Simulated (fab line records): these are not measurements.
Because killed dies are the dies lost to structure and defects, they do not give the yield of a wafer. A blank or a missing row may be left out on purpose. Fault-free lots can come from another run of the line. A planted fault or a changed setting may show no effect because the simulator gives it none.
Chamber matching | flow n5 finfet | N5_BEOL_M3_PECVD_72 on pecvd-01: 3 sister chambers
The step deposits SiO2 from TEOS/O2, target thk 16 nm, time 18 s. 6 wafers are shown with their chamber, then 8 later ones without.

WAFERS, EACH WITH ITS CHAMBER
wafer  | chamber | throttle valve pct (%) | heater power w (W)
L088.2 | 0       | 21.5                   | 944
L088.3 | 2       | 21.1                   | 717
L087.1 | 2       | 21.1                   | 701
L087.2 | 1       | 23.3                   | 775
L087.3 | 0       | 21.5                   | 1008
L089.1 | 1       | 23.2                   | 805

WAFERS WHOSE CHAMBER IS MISSING
wafer  | throttle valve pct (%) | heater power w (W)
L089.3 | 21.3                   | 1008
L089.4 | 23.3                   | 794
L092.2 | 21.6                   | 1007
L092.4 | 21.4                   | 590
L092.6 | 21.6                   | 994
L097.2 | 21.7                   | 999
L097.4 | 21.7                   | 1031
L097.5 | 23.2                   | 761

CHAMBER TAKEN BY EACH
wafer  | from the rows above | in truth
L089.3 | 0                   | 0
L089.4 | 1                   | 1
L092.2 | 0                   | 0
L092.4 | 2                   | 2
L092.6 | 0                   | 0
L097.2 | 0                   | 0
L097.4 | 0                   | 0
L097.5 | 1                   | 1
Placed correctly: 8 of 8. Not placeable from these rows: 0. 0 placed wrongly.
How it was worked out, from the rows above alone: a wafer's distance from a chamber is the root of the sum, over the readings, of the square of ((its reading less the chamber's mean) divided by the reading's scatter). The wafer belongs to the nearest chamber; if the next one is less than 2 further off, it can't be placed. For every chamber, the mean is computed from those of its wafers that are shown. The scatter: take each reading less its chamber's mean, square it, sum over the shown wafers, divide by the number of wafers less the number of chambers, and take the root.
